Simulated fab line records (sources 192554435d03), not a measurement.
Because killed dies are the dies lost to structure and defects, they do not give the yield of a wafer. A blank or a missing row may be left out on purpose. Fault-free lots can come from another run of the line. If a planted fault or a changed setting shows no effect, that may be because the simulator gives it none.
Chamber matching -- flow n5_finfet -- N5_BEOL_M11_VIA_ETCH_34 on rie_diel-03: 4 sister chambers
The step etches SiCOH lowk in C4F6/O2, target depth 184.5 nm, time 69.2 s. 4 wafers are shown with their chamber, then 9 later ones without.

EACH WAFER AND ITS CHAMBER
wafer,chamber,rf_vpp_V (V)
L087.2,3,655
L090.2,2,661
L090.3,1,687
L090.4,0,672

WAFERS WITH NO CHAMBER GIVEN
wafer,rf_vpp_V (V)
L093.1,673
L093.2,687
L093.4,661
L096.3,686
L096.5,660
L096.6,686
L097.1,687
L097.5,685
L097.6,662

WHICH CHAMBER EACH ONE RAN IN
wafer,from the rows above,in truth
L093.1,0,0
L093.2,1,1
L093.4,2,2
L096.3,1,1
L096.5,2,2
L096.6,1,1
L097.1,1,1
L097.5,1,1
L097.6,2,2
9 of 9 placed correctly. Can't be placed from these rows: 0. Placed wrongly: 0.
How it was worked out, from the rows above alone: a wafer's distance from a chamber is the root of the sum, over the readings, of the square of ((its reading less the chamber's mean) divided by the reading's scatter). The wafer belongs to the nearest chamber; if the next one is less than 2 further off, it can't be placed. A chamber's mean is the mean of its shown wafers. The scatter: root of mean squared gap, hidden wafer to nearest shown wafer, with one shown wafer a chamber.
